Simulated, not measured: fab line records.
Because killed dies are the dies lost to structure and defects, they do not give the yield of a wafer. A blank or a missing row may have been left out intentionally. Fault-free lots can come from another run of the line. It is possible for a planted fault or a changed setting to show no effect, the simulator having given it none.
fab line records	flow n5Finfet
record lots=8	wafers=23	lastDay=18
route steps=1938 shown BEOL_M4@1111 BEOL_M6@1231 PASSIVATION@1936
lots with no fault: from the same line, run without faults
startH: start of the lot's first displayed wafer, in hours after the record's first day	waitH: hours elapsed since this lot's preceding step	" identical to the entry in the row above	L1.1+2: a single row standing in for several wafers	- value missing, or start not given	* or withheld: withheld	< > ~ a bound
route shown NAME@n: a module of which the file shows steps, and the number in the route of the first	usual: the fault-free wafers' mean and standard deviation	same: alike in all rows	chamber/n: place in a boat	sites: per-site readings	_std_site: the values' standard deviation	_edge_site: inner sites' mean taken away from outer sites' mean	radiusMm: how far each site lies from the wafer's centre	mask NAME#n: copy n	behind: tool/chamber where the wafer was last shaped	hold: what put the lot on hold/how long, in hours/how the hold closed	device: whichever transistor did not switch (one of n, p or np)	end of line: tests of these same wafers at the route's end	step lacking rows: just its recipe	killed: dies that structure and defects cost at the first sort, which is not the same as the wafer's yield	map: the dies of a wafer, with x for killed, . for not killed, _ for no die there
set.NAME: the setting as run; set.NAME@STEP: as run at that earlier step	model.NAME: the simulator's own value behind a step, which no gauge read
a sample of lots followed through the steps of the route, with each step as a table and each wafer as a row
services: from which hour (startH, from the record's first day; less than 0 if before it) a tool's chamber was out of use, for how many hours, and why
## steps
# step N5_BEOL_M4_RC_MEAS_101
# usual DIBL_N=36.0/1.6	DIBL_P=36.1/2	IOFF_N=0.160/0.029	IOFF_P=0.21/0.039	ION_N=675/13	ION_P=464/8.8	SS_N=71.5/0.58	SS_P=73.3/0.65	VT_N=250/3.3	VT_P=-249/3.6
lot.wafer	tool	chamber	startH	waitH	DIBL_N[mV/V]	DIBL_P[mV/V]	IOFF_N[nA/um]	IOFF_P[nA/um]	ION_N[uA/um]	ION_P[uA/um]	SS_N[mV/dec]	SS_P[mV/dec]	VT_N[mV]	VT_P[mV]
L542.2	prober-02	0	220.17	0.2	35.8	35.5	0.150	0.20	677	467	71.9	73.4	249	-253
L542.5	"	0	"	"	37.9	37.8	0.186	0.24	688	472	72.2	73.6	245	-248
L542.6	"	0	"	"	38.2	37.7	0.192	0.24	688	466	71.8	73.8	245	-248
L543.3	prober-02	0	234.71	0.3	36.3	36.7	0.166	0.23	679	463	72.5	72.7	248	-246
L543.5	"	0	"	"	36.4	37.4	0.165	0.25	678	471	72.9	73.8	249	-243
L543.6	"	0	"	"	37.7	38.8	0.180	0.26	672	458	72.1	73.5	248	-247
L544.1	prober-01	0	236.24	0.0	38.9	40.7	0.232	0.32	697	482	72.8	74.6	244	-243
L544.2	"	0	"	"	38.3	39.9	0.210	0.31	696	487	71.8	74.6	245	-243
L544.5	"	0	"	"	37.0	38.5	0.171	0.26	671	474	72.0	73.7	252	-245
L545.1	prober-02	0	238.06	0.0	35.3	34.1	0.138	0.19	681	470	70.5	73.3	251	-252
L545.3	"	0	"	"	35.9	35.1	0.154	0.20	678	472	70.8	72.9	250	-251
L545.4	"	0	"	"	36.4	35.6	0.165	0.21	694	474	72.1	73.4	247	-250
L546.2	prober-01	0	238.45	0.2	35.6	34.9	0.155	0.22	652	457	71.7	72.7	250	-248
L546.3	"	0	"	"	36.5	37.6	0.178	0.27	689	474	71.2	74.2	247	-246
L549.1	prober-02	0	267.89	0.0	34.5	34.8	0.138	0.19	657	455	71.2	72.6	252	-250
L549.2	"	0	"	"	35.9	37.2	0.166	0.25	673	467	71.7	73.0	249	-246
L549.3	"	0	"	"	35.9	36.8	0.171	0.23	682	470	71.7	73.5	246	-249
L556.2	prober-01	0	302.01	0.2	37.1	39.3	0.192	0.30	682	472	70.9	74.7	245	-242
L556.3	"	0	"	"	37.2	38.6	0.181	0.27	677	469	72.6	73.8	247	-246
L556.6	"	0	"	"	38.8	40.2	0.234	0.31	687	468	72.1	74.1	244	-242
L555.2	prober-02	0	303.43	0.2	34.6	33.6	0.128	0.19	664	462	70.7	72.0	253	-247
L555.4	"	0	"	"	35.0	35.3	0.139	0.21	657	458	71.5	72.9	253	-251
L555.6	"	0	"	"	37.1	37.7	0.180	0.25	682	465	71.9	74.1	247	-247
# step N5_BEOL_M6_ETCH_72
# recipe chemistry=N2/H2	target=underlayer	targetDepthA=65	maskMaterial=CAR-EUV	timeS=5.2	ionEnergyEv=200	pressureMtorr=30	sourceW=840	biasW=150	n2FlowSccm=200	h2FlowSccm=200	ends=cleared
# usual drypumpMotorCurrentA=5.7/0.67	etchRfOnTimeS=5.18/0.12	n2FlowSccm=200.0/0.65	oesProductAu=0.70/0.063	rfVppV=523/3.1	showerheadPlenumPTorr=2.52/0.097	throttleValvePct=17.85/0.23
lot.wafer	tool	chamber	startH	waitH	drypumpMotorCurrentA	etchRfOnTimeS	n2FlowSccm	oesProductAu	rfHoursCounterH	rfVppV	showerheadPlenumPTorr	throttleValvePct
L542.2	rieDiel-03	3	235.78	0.0	6.5	5.09	200.2	0.75	41	528	2.68	17.48
L542.5	"	3	"	"	6.5	5.10	199.8	0.75	-	528	2.68	17.48
L542.6	"	2	"	"	4.8	5.11	199.8	0.74	-	520	2.50	17.63
L543.3	rieDiel-03	0	256.35	0.0	5.0	5.22	199.9	0.72	68	525	2.58	17.97
L543.5	"	0	"	"	5.0	5.20	199.7	0.71	-	526	2.57	17.95
L543.6	"	2	"	"	4.8	5.07	201.0	0.73	-	523	2.49	17.61
L545.1	rieDiel-03	3	256.85	0.0	6.5	5.02	199.1	0.73	50	529	2.68	17.50
L545.3	"	0	"	"	5.0	5.32	199.4	0.70	68	525	2.58	17.96
L545.4	"	0	"	"	5.0	5.23	199.8	0.72	-	523	2.58	17.97
L546.2	rieDiel-06	1	258.31	0.0	4.9	5.24	201.4	0.68	119	522	2.46	17.92
L546.3	"	0	"	"	5.1	5.27	199.7	0.69	87	522	2.47	17.95
L544.1	rieDiel-06	2	260.45	0.0	5.4	5.35	199.1	0.59	247	520	2.41	18.23
L544.2	"	0	"	"	5.2	5.22	200.6	0.70	88	522	2.47	17.95
L544.5	"	1	"	"	4.8	5.18	199.6	0.68	-	522	2.46	17.90
L549.1	rieDiel-03	2	288.09	0.0	4.8	5.22	199.0	0.71	72	524	2.49	17.66
L549.2	"	1	"	"	6.6	5.37	200.8	0.81	6	529	2.73	17.94
L549.3	"	0	"	"	5.0	5.31	200.3	0.70	80	524	2.57	17.97
L556.2	rieDiel-03	1	321.77	0.0	6.6	5.38	199.1	0.76	16	531	2.73	17.96
L556.3	"	0	"	"	5.0	5.35	201.1	0.68	90	525	2.57	18.00
L556.6	"	1	"	"	6.6	5.35	200.6	0.78	-	529	2.73	17.93
L555.2	rieDiel-03	3	323.50	0.0	6.5	5.09	201.2	0.70	75	529	2.67	17.56
L555.4	"	2	"	"	4.8	5.19	200.3	0.72	84	521	2.48	17.69
L555.6	"	3	"	"	6.6	5.12	201.1	0.70	-	527	2.67	17.57
# step N5_BEOL_M6_VIA_ETCH_34
# recipe chemistry=C4F6/O2	target=SiCOH_lowk	targetDepthA=1263	maskMaterial=SOC	taperDeg=4	timeS=50.9	ionEnergyEv=250	pressureMtorr=30	sourceW=345	biasW=185	Ar_flow_sccm=300	C4F6_flow_sccm=10	O2_flow_sccm=10
# usual drypumpMotorCurrentA=5.7/0.68	oesProductAu=0.82/0.075	rfVppV=663/14	showerheadPlenumPTorr=2.83/0.12	throttleValvePct=20.89/0.27
lot.wafer	tool	chamber	startH	waitH	drypumpMotorCurrentA	oesProductAu	rfHoursCounterH	rfVppV	showerheadPlenumPTorr	throttleValvePct
L542.2	rieDiel-03	3	235.92	0.0	6.5	0.88	41	686	3.03	20.76
L542.5	"	3	"	"	6.5	0.88	-	686	3.03	20.77
L542.6	"	2	"	"	4.8	0.87	-	680	2.76	20.36
L543.3	rieDiel-03	0	256.50	0.0	5.0	0.84	68	659	2.90	21.13
L543.5	"	0	"	"	5.0	0.84	-	660	2.90	21.15
L543.6	"	2	"	"	4.8	0.86	-	679	2.75	20.41
L545.1	rieDiel-03	3	257.00	0.0	6.5	0.86	51	684	3.03	20.77
L545.3	"	0	"	"	5.0	0.83	68	659	2.90	21.14
L545.4	"	0	"	"	5.0	0.83	-	658	2.90	21.13
L546.2	rieDiel-06	1	258.46	0.0	4.8	0.80	119	672	2.74	20.95
L546.3	"	0	"	"	5.2	0.82	87	671	2.78	21.03
L544.1	rieDiel-06	2	260.59	0.0	5.4	0.69	247	651	2.70	21.18
L544.2	"	0	"	"	5.2	0.81	88	671	2.78	21.02
L544.5	"	1	"	"	4.9	0.80	-	673	2.74	20.93
L549.1	rieDiel-03	2	288.23	0.0	4.8	0.84	72	680	2.75	20.40
L549.2	"	1	"	"	6.6	0.95	6	651	3.04	20.89
L549.3	"	0	"	"	5.0	0.83	80	658	2.89	21.15
L556.2	rieDiel-03	1	321.91	0.0	6.6	0.91	16	653	3.04	20.93
L556.3	"	0	"	"	5.0	0.80	91	658	2.89	21.18
L556.6	"	1	"	"	6.6	0.90	-	651	3.04	20.91
L555.2	rieDiel-03	3	323.64	0.0	6.5	0.83	75	685	3.02	20.80
L555.4	"	2	"	"	4.8	0.83	84	679	2.74	20.41
L555.6	"	3	"	"	6.6	0.83	-	685	3.02	20.81
# step N5_BEOL_M6_STRIP_80
# recipe chemistry=N2/H2	timeS=10	powerW=450	tempC=40	pressureMtorr=20	rfFrequencyHz=6e+07	biasPowerW=7	n2FlowSccm=200	h2FlowSccm=200
# usual drypumpMotorCurrentA=5.7/0.67	n2FlowSccm=200.0/0.56	oesProductAu=0.83/0.076	rfVppV=59.1/0.87	showerheadPlenumPTorr=2.52/0.097	throttleValvePct=23.68/0.29
lot.wafer	tool	chamber	startH	waitH	drypumpMotorCurrentA	n2FlowSccm	oesProductAu	rfHoursCounterH	rfVppV	showerheadPlenumPTorr	throttleValvePct
L542.2	rieDiel-03	3	-	-	6.5	199.6	0.88	42	60.1	2.68	23.17
L542.5	"	3	"	"	6.5	199.5	0.89	-	59.5	2.68	23.18
L542.6	"	2	"	"	4.8	200.5	0.87	-	59.0	2.49	23.48
L543.3	rieDiel-03	0	-	-	5.0	200.1	0.83	68	58.2	2.57	23.76
L543.5	"	0	"	"	5.0	200.0	0.84	-	58.0	2.57	23.75
L543.6	"	2	"	"	4.8	200.3	0.84	-	60.2	2.49	23.50
L545.1	rieDiel-03	3	-	-	6.5	199.7	0.88	51	59.4	2.67	23.20
L545.3	"	0	"	"	5.0	199.5	0.84	68	58.7	2.57	23.75
L545.4	"	0	"	"	5.0	199.2	0.84	-	57.8	2.57	23.75
L546.2	rieDiel-06	1	-	-	4.9	199.3	0.80	119	59.0	2.46	23.73
L546.3	"	0	"	"	5.2	199.2	0.81	87	59.0	2.46	23.95
L544.1	rieDiel-06	2	-	-	5.4	200.4	0.70	247	60.5	2.41	24.16
L544.2	"	0	"	"	5.2	200.3	0.82	88	58.4	2.46	23.94
L544.5	"	1	"	"	4.9	199.4	0.79	-	58.0	2.46	23.75
L549.1	rieDiel-03	2	-	-	4.8	199.8	0.84	72	59.6	2.49	23.51
L549.2	"	1	"	"	6.6	199.9	0.95	6	59.2	2.73	23.99
L549.3	"	0	"	"	5.0	200.4	0.83	80	58.7	2.57	23.77
L556.2	rieDiel-03	1	-	-	6.6	200.7	0.92	17	61.6	2.72	24.00
L556.3	"	0	"	"	5.0	199.8	0.82	91	59.9	2.56	23.78
L556.6	"	1	"	"	6.6	200.6	0.92	-	60.0	2.72	24.01
L555.2	rieDiel-03	3	-	-	6.5	200.0	0.83	75	60.7	2.66	23.22
L555.4	"	2	"	"	4.8	199.9	0.83	84	58.4	2.48	23.53
L555.6	"	3	"	"	6.5	199.5	0.83	-	60.3	2.66	23.22
# step N5_BEOL_M6_ALD_77
# recipe material=TaN	targetThkA=20	tempC=275	aldPrecursorFamily=PDMAT	aldCoReactant=NH3	pressureTorr=3	carrierFlowSccm=1500	pulseTimeS=2	purgeTimeS=3	coReactantPurgeTimeS=2	coReactantPulseTimeS=3	aldCycles=40	precursorVesselTempC=75	precursorVesselPressureTorr=26.25	precursorVesselCarrierSccm=1000
# usual aldCycles=40/0	chamberPressureTorr=3.000/0.0068	heaterPowerW=412/44	precursorVesselCarrierSccm=1000.7/3
lot.wafer	tool	chamber	startH	waitH	aldCycles	chamberPressureTorr	heaterPowerW	precursorVesselCarrierSccm
L542.2	aldMetal-02	1	237.40	0.0	-	-	-	-
L542.5	"	1	"	"	-	-	-	-
L542.6	"	3	"	"	-	-	-	-
L543.3	aldMetal-03	2	257.58	0.1	-	-	-	-
L543.5	"	3	"	"	-	-	-	-
L543.6	"	1	"	"	-	-	-	-
L545.1	aldMetal-02	1	259.41	0.0	40	3.000	380	998.2
L545.3	"	2	"	"	40	3.001	369	1003.5
L545.4	"	0	"	"	40	2.996	468	1003.1
L546.2	aldMetal-02	3	260.38	0.0	40	3.005	428	999.2
L546.3	"	1	"	"	40	3.000	380	1002.1
L544.1	aldMetal-02	0	261.46	0.0	-	-	-	-
L544.2	"	1	"	"	-	-	-	-
L544.5	"	3	"	"	-	-	-	-
L549.1	aldMetal-03	0	290.40	0.0	40	2.998	397	1003.0
L549.2	"	3	"	"	40	3.011	340	1003.7
L549.3	"	2	"	"	40	2.994	397	1002.1
L556.2	aldMetal-02	0	322.80	0.1	40	2.999	459	1001.2
L556.3	"	1	"	"	40	3.009	376	1000.6
L556.6	"	1	"	"	40	3.002	381	1001.7
L555.2	aldMetal-03	1	328.01	0.0	40	3.013	439	997.8
L555.4	"	0	"	"	40	3.003	401	1001.8
L555.6	"	0	"	"	40	3.006	409	1004.2
# step N5_BEOL_M6_CMP_52
# recipe stopOn=SiCOH_lowk	tOverpolishS=6.9	downForcePsi=1	platenRpm=50	clearingPlatenDownForcePsi=1.5	clearingPlatenRpm=50	postCmpClean=cuAlkaline	targetThkNm=80	clearingPlatenPadVelocityMS=0.99484	padVelocityMS=0.99484
# usual barrierFieldEndpointS=28.6/0.7	headPressurePsi=0.9998/0.002	motorCurrentA=6.0/0.82	slurryFlowMlMin=150.0/0.47
lot.wafer	tool	chamber	startH	waitH	barrierFieldEndpointS	headPressurePsi	motorCurrentA	slurryFlowMlMin
L542.2	cmp-01	0	238.76	0.2	25.6	0.9968	5.1	149.7
L542.6	"	0	"	"	26.8	0.9997	5.1	150.4
L542.5	"	1	"	"	26.9	1.0019	6.5	150.4
L543.3	cmp-01	2	259.69	0.3	26.4	1.0031	5.7	149.5
L543.5	"	3	"	"	26.9	0.9980	6.9	150.3
L543.6	"	0	"	"	27.6	1.0015	5.2	149.3
L545.1	cmp-03	2	260.80	0.3	27.7	1.0000	6.7	150.3
L545.3	"	0	"	"	27.5	1.0013	6.6	149.7
L545.4	"	1	"	"	28.0	0.9973	5.9	149.5
L546.2	cmp-03	2	261.67	0.3	29.4	1.0002	6.6	149.8
L546.3	"	3	"	"	28.0	0.9974	6.4	149.8
L544.1	cmp-03	1	264.61	0.3	26.2	1.0026	6.1	150.1
L544.2	"	0	"	"	25.4	0.9992	6.8	149.4
L544.5	"	2	"	"	26.9	0.9981	6.7	149.8
L549.3	cmp-01	0	291.44	0.2	27.6	1.0019	4.9	150.9
L549.2	"	1	"	"	28.6	0.9995	6.8	149.7
L549.1	"	2	"	"	28.5	0.9997	5.4	150.0
L556.2	cmp-04	3	324.32	0.2	27.8	0.9967	4.5	150.0
L556.3	"	0	"	"	28.5	0.9981	5.5	150.2
L556.6	"	3	"	"	28.6	1.0013	4.5	150.3
L555.4	cmp-01	1	329.31	0.2	28.5	1.0014	6.4	150.4
L555.2	"	2	"	"	28.2	0.9971	5.3	149.5
L555.6	"	0	"	"	28.9	1.0035	5.2	149.8
# step N5_PASSIVATION_PROBE_49
# usual defectLimitedYield=91.0/1.3	killed_at_M0_to_M3=36/9.5	killed_at_M4_up=14/5.6	killedAtContacts=12/6.4	killedAtFrontEnd=40/10	killedAtOther=3.2/3	killedDies=107/15	killedOnRim=15/4.5	killedOpen=69/12	killedShort=35/7.7	sort_bin_4_leakage=0/0	sort_bin_5_function=5.3/0.91	sort_bin_6_memory=3.3/0.65	sortNPass=1073/15	sortYieldPct=91.0/1.3
# same grossDies=1180	killedAtBackSide=0	sort_bin_8_speed[%]=0
lot.wafer	tool	chamber	startH	waitH	defectLimitedYield[%]	killed_at_M0_to_M3	killed_at_M4_up	killedAtContacts	killedAtFrontEnd	killedAtOther	killedDies	killedOnRim	killedOpen	killedShort	sort_bin_4_leakage[%]	sort_bin_5_function[%]	sort_bin_6_memory[%]	sortNPass	sortYieldPct[%]
L542.2	prober-02	-	333.02	0.6	0	43	1084	16	35	2	1180	152	72	40	90.17	5.4	4.1	0	0
L542.5	prober-02	-	333.17	0.7	0	30	1096	20	33	1	1180	152	65	32	91.44	4.7	3.3	0	0
L542.6	prober-02	-	333.22	0.8	0	51	1072	21	35	1	1180	152	80	36	89.83	6.7	3.2	0	0
L543.3	prober-01	-	346.37	0.1	0	22	1103	11	39	5	1180	152	60	30	91.86	4.9	2.5	0	0
L543.5	prober-01	-	346.47	0.2	0	24	1097	10	45	4	1180	152	55	34	91.86	4.7	2.7	0	0
L543.6	prober-01	-	346.52	0.3	0	26	1088	15	45	6	1180	152	68	32	91.10	4.8	3.6	0	0
L545.1	prober-02	-	347.34	0.0	93.6	19	9	8	36	3	75	10	33	40	0	3.5	2.3	1105	93.6
L545.3	prober-02	-	347.44	0.1	92.9	33	13	8	27	3	84	9	54	29	0	3.7	3.0	1096	92.9
L545.4	prober-02	-	347.49	0.2	92.4	23	9	7	43	8	90	10	50	32	0	3.8	3.1	1090	92.4
L546.2	prober-02	-	354.66	0.1	88.4	58	13	23	40	3	137	22	92	39	0	6.3	4.7	1043	88.4
L546.3	prober-02	-	354.71	0.1	91.4	35	12	13	41	1	102	16	62	33	0	5.3	2.5	1078	91.4
L544.1	prober-01	-	354.68	0.0	0	28	1083	8	55	6	1180	152	63	38	90.76	4.7	3.6	0	0
L544.2	prober-01	-	354.73	0.1	0	25	1109	12	32	2	1180	152	39	40	93.22	4.2	2.3	0	0
L544.5	prober-01	-	354.88	0.2	0	39	1070	12	56	3	1180	152	71	43	90.34	5.3	4.0	0	0
L549.1	prober-01	-	381.91	0.0	91.9	32	15	15	30	3	95	7	57	36	0	4.3	3.1	1085	91.9
L549.2	prober-01	-	381.96	0.1	88.6	51	16	14	50	3	134	18	95	37	0	6.9	4.2	1046	88.6
L549.3	prober-01	-	382.01	0.1	90.1	54	12	21	25	5	117	13	87	28	0	5.6	4.2	1063	90.1
L556.2	prober-01	-	410.05	0.1	91.1	38	22	26	18	1	105	12	76	29	0	5.9	2.8	1075	91.1
L556.3	prober-01	-	410.10	0.1	91.4	24	26	15	35	1	101	13	77	24	0	5.1	3.4	1079	91.4
L556.6	prober-01	-	410.25	0.3	91.2	29	21	19	33	2	104	14	78	25	0	6.1	2.5	1076	91.2
L555.2	prober-01	-	421.63	0.1	89.7	56	12	15	38	0	121	17	83	35	0	5.7	4.2	1059	89.7
L555.4	prober-01	-	421.73	0.2	90.4	44	6	16	46	1	113	16	67	37	0	4.9	4.1	1067	90.4
L555.6	prober-01	-	421.83	0.3	91.4	31	6	13	52	0	102	14	64	32	0	5.2	2.9	1078	91.4
# killed by level:class
L542.2 BEOL_M6:areaAld=1063 MOL_CONTACT_COAG:geometricParticle:open=12 BEOL_M0_SAQP:geometricParticle:open=10 FIN_SAQP:geometricParticle:open=8 BEOL_M0_SAQP:geometricParticle:short=7 BEOL_M1:geometricParticle:open=7 FIN_SAQP:geometricParticle:short=6 BEOL_M2:geometricParticle:open=6
L542.5 BEOL_M6:areaAld=1075 MOL_CONTACT_COAG:geometricParticle:open=19 BEOL_M3:geometricParticle:open=9 FIN_SAQP:geometricParticle:short=7 FIN_SAQP:geometricParticle:open=5 BEOL_M0_SAQP:geometricParticle:short=5 BEOL_M0_SAQP:geometricParticle:open=4 BEOL_M1:geometricParticle:open=4
L542.6 BEOL_M6:areaAld=1056 MOL_CONTACT_COAG:geometricParticle:open=16 BEOL_M0_SAQP:geometricParticle:open=11 BEOL_M1:geometricParticle:open=10 STI_FIN_REVEAL:geometricParticle:open=9 BEOL_M2:geometricParticle:open=9 BEOL_M0_SAQP:geometricParticle:short=6 GATE_CUT:geometricParticle:short=5
L543.3 BEOL_M6:areaAld=1081 BEOL_M4:geometricParticle:open=9 MOL_CONTACT_COAG:geometricParticle:open=7 BEOL_M0_SAQP:geometricParticle:open=7 FIN_SAQP:geometricParticle:short=6 STI_FIN_REVEAL:geometricParticle:open=5 FIN_SAQP:geometricParticle:open=4 GATE_CUT:geometricParticle:short=4
L543.5 BEOL_M6:areaAld=1084 FIN_SAQP:geometricParticle:open=9 BEOL_M4:geometricParticle:open=8 BEOL_M0:geometricParticle:open=7 GATE_CUT:geometricParticle:short=5 MOL_CONTACT_COAG:geometricParticle:open=5 MOL_CONTACT_COAG:geometricParticle:short=5 STARTING-WAFER:geometricParticle:open=5
L543.6 BEOL_M6:areaAld=1069 MOL_CONTACT_COAG:geometricParticle:open=13 STI_FIN_REVEAL:geometricParticle:open=10 BEOL_M1:geometricParticle:open=8 M6:areaAld=6 FIN_SAQP:geometricParticle:open=5 FIN_SAQP:geometricParticle:short=5 BEOL_M0_SAQP:geometricParticle:short=5
L545.1 FIN_SAQP:geometricParticle:short=9 FIN_SAQP:geometricParticle:open=6 MOL_CONTACT_COAG:geometricParticle:open=6 BEOL_M0_SAQP:geometricParticle:short=5 BEOL_M1:geometricParticle:short=5 BEOL_M0_SAQP:geometricParticle:open=4 GATE_CUT:geometricParticle:short=3 ILD0:geometricParticle:open=3
L545.3 BEOL_M0_SAQP:geometricParticle:short=14 BEOL_M0_SAQP:geometricParticle:open=9 FIN_SAQP:geometricParticle:open=8 MOL_CONTACT_COAG:geometricParticle:open=8 BEOL_M1:geometricParticle:open=7 FIN_SAQP:geometricParticle:short=4 BEOL_M4:geometricParticle:open=4 BEOL_M3:geometricParticle:open=3
L545.4 FIN_SAQP:geometricParticle:short=15 HKMG_FIN:areaEtch=7 MOL_CONTACT_COAG:geometricParticle:open=6 BEOL_M1:geometricParticle:open=6 BEOL_M3:geometricParticle:open=6 GATE_CUT:geometricParticle:open=5 BEOL_M4:geometricParticle:open=5 GATE_CUT:geometricParticle:short=4
L546.2 MOL_CONTACT_COAG:geometricParticle:open=20 BEOL_M0_SAQP:geometricParticle:open=17 BEOL_M0_SAQP:geometricParticle:short=13 BEOL_M3:geometricParticle:open=12 STI_FIN_REVEAL:geometricParticle:open=10 STI_FIN_REVEAL:geometricParticle:short=7 BEOL_M4:geometricParticle:open=7 BEOL_M2:geometricParticle:open=6
L544.1 BEOL_M6:areaAld=1069 STI_FIN_REVEAL:geometricParticle:open=14 BEOL_M0_SAQP:geometricParticle:short=9 FIN_SAQP:geometricParticle:short=8 FIN_SAQP:geometricParticle:open=7 BEOL_M0_SAQP:geometricParticle:open=7 HKMG_FIN:areaEtch=7 STI_FIN_REVEAL:geometricParticle:short=5
L546.3 STI_FIN_REVEAL:geometricParticle:open=13 MOL_CONTACT_COAG:geometricParticle:open=11 BEOL_M0_SAQP:geometricParticle:short=10 GATE_CUT:geometricParticle:short=6 BEOL_M4:geometricParticle:open=6 BEOL_M0_SAQP:geometricParticle:open=5 BEOL_M1:geometricParticle:open=5 HKMG_FIN:areaEtch=5
L544.2 BEOL_M6:areaAld=1099 MOL_CONTACT_COAG:geometricParticle:open=9 FIN_SAQP:geometricParticle:short=8 STI_FIN_REVEAL:geometricParticle:open=5 GATE_CUT:geometricParticle:short=5 BEOL_M0_SAQP:geometricParticle:short=5 DUMMY_GATE:geometricParticle:open=4 BEOL_M0_SAQP:geometricParticle:open=4
L544.5 BEOL_M6:areaAld=1063 BEOL_M0_SAQP:geometricParticle:open=14 FIN_SAQP:geometricParticle:short=11 MOL_CONTACT_COAG:geometricParticle:open=10 GATE_CUT:geometricParticle:short=9 BEOL_M0_SAQP:geometricParticle:short=9 BEOL_M3:geometricParticle:open=8 FIN_SAQP:geometricParticle:open=7
L549.1 MOL_CONTACT_COAG:geometricParticle:open=10 FIN_SAQP:geometricParticle:open=8 BEOL_M3:geometricParticle:open=8 BEOL_M0_SAQP:geometricParticle:open=6 FIN_SAQP:geometricParticle:short=5 SPACER0:geometricParticle:short=5 MOL_CONTACT_COAG:geometricParticle:short=5 BEOL_M2:geometricParticle:short=4
L549.2 STI_FIN_REVEAL:geometricParticle:open=11 BEOL_M1:geometricParticle:open=10 FIN_SAQP:geometricParticle:open=9 BEOL_M2:geometricParticle:open=9 BEOL_M0_SAQP:geometricParticle:open=9 MOL_CONTACT_COAG:geometricParticle:open=8 BEOL_M0:geometricParticle:open=7 GATE_CUT:geometricParticle:short=6
L549.3 MOL_CONTACT_COAG:geometricParticle:open=20 BEOL_M1:geometricParticle:open=13 BEOL_M0_SAQP:geometricParticle:open=12 BEOL_M2:geometricParticle:open=10 BEOL_M0_SAQP:geometricParticle:short=9 BEOL_M5:geometricParticle:open=4 FIN_SAQP:geometricParticle:open=3 DUMMY_GATE:geometricParticle:open=3
L556.2 MOL_CONTACT_COAG:geometricParticle:open=22 BEOL_M4:geometricParticle:open=16 BEOL_M1:geometricParticle:open=11 BEOL_M2:geometricParticle:open=10 BEOL_M1:geometricParticle:short=5 MOL_CONTACT_COAG:geometricParticle:short=4 STI_FIN_REVEAL:geometricParticle:open=3 BEOL_M0_SAQP:geometricParticle:short=3
L556.3 BEOL_M4:geometricParticle:open=15 MOL_CONTACT_COAG:geometricParticle:open=13 FIN_SAQP:geometricParticle:open=7 BEOL_M2:geometricParticle:open=6 DUMMY_GATE:geometricParticle:open=5 BEOL_M3:geometricParticle:open=5 ILD0:geometricParticle:short=4 GATE_CUT:geometricParticle:short=4
L556.6 MOL_CONTACT_COAG:geometricParticle:open=17 BEOL_M4:geometricParticle:open=11 FIN_SAQP:geometricParticle:open=9 BEOL_M0_SAQP:geometricParticle:short=7 DUMMY_GATE:geometricParticle:open=6 STI_FIN_REVEAL:geometricParticle:open=4 BEOL_M0_SAQP:geometricParticle:open=4 BEOL_M2:geometricParticle:open=4
L555.2 BEOL_M0_SAQP:geometricParticle:open=17 MOL_CONTACT_COAG:geometricParticle:open=14 BEOL_M0_SAQP:geometricParticle:short=12 BEOL_M2:geometricParticle:open=10 DUMMY_GATE:geometricParticle:open=7 BEOL_M5:geometricParticle:open=7 FIN_SAQP:geometricParticle:open=6 GATE_CUT:geometricParticle:short=6
L555.4 STI_FIN_REVEAL:geometricParticle:open=15 MOL_CONTACT_COAG:geometricParticle:open=11 BEOL_M0_SAQP:geometricParticle:short=8 BEOL_M2:geometricParticle:open=7 BEOL_M0_SAQP:geometricParticle:open=7 HKMG_FIN:areaEtch=7 FIN_SAQP:geometricParticle:short=6 BEOL_M1:geometricParticle:open=6
L555.6 MOL_CONTACT_COAG:geometricParticle:open=12 FIN_SAQP:geometricParticle:open=10 DUMMY_GATE:geometricParticle:open=9 BEOL_M0_SAQP:geometricParticle:short=8 FIN_SAQP:geometricParticle:short=7 BEOL_M0_SAQP:geometricParticle:open=7 BEOL_M0:geometricParticle:open=6 HKMG_FIN:areaEtch=5
## services
tool	chamber	startH	hours	kind
cmp-03	-	222.36	9.7	pm
cmp-01	-	224.07	4.0	pm
aldMetal-02	0	232.68	5.0	repair
cmp-04	-	233.51	0.4	repair
cmp-03	-	234.65	6.3	repair
aldMetal-03	-	234.85	8.7	pm
cmp-04	-	239.57	4.0	pm
rieDiel-03	1	241.09	-	clean
rieDiel-03	1	241.09	-	consumableReplace:focusRing
rieDiel-03	1	241.09	-	consumableReplace:showerhead
rieDiel-03	1	241.09	30.5	scheduledDown
rieDiel-03	1	241.09	30.5	ventCycle
cmp-03	-	242.27	2.7	repair
rieDiel-06	2	243.08	8.3	repair
aldMetal-03	0	250.12	27.4	repair
aldMetal-02	3	253.00	4.2	repair
aldMetal-02	-	262.73	0.6	repair
cmp-04	-	265.77	0.9	repair
rieDiel-06	2	268.31	-	clean
aldMetal-02	-	283.56	8.7	pm
cmp-03	-	294.90	1.3	repair
cmp-01	-	319.03	0.4	repair
cmp-03	-	320.45	4.0	pm
cmp-03	-	327.85	5.0	pm
## key
firstSign step=N5_BEOL_M6_ALD_77	reading=toolRecord	direction=missing
effect step=N5_BEOL_M6_CMP_52	reading=barrierFieldEndpointS	direction=down	sigmas=3	usual=28.6	struck=26.5
effect step=N5_PASSIVATION_PROBE_49	reading=sort_bin_4_leakage	direction=up	sigmas=99+	usual=0	struck=91.18
moreKillsBornAt N5_BEOL_M6_ALD_77@aldMetal-02=6440	N5_BEOL_M6_ALD_77@aldMetal-03=3243
metAt N5_BEOL_M6_ALD_77
struckLots L542,L543,L544
laterRowsLeftOut L542.2,L542.5,L542.6,L543.3,L543.5,L543.6,L544.1,L544.2,L544.5
notActingAt N5_BEOL_M6_ETCH_72,N5_BEOL_M6_VIA_ETCH_34,N5_BEOL_M6_STRIP_80
fault kind=skippedStepWhole	tool=aldMetal-02,aldMetal-03	chamber=-	onsetH=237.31	steps=N5_BEOL_M6_ALD_77	scope=struckLotsOnly
# laterRowsLeftOut: the simulator's readings of these wafers behind a module that went badly wrong aren't trusted and aren't shown, but for the sort
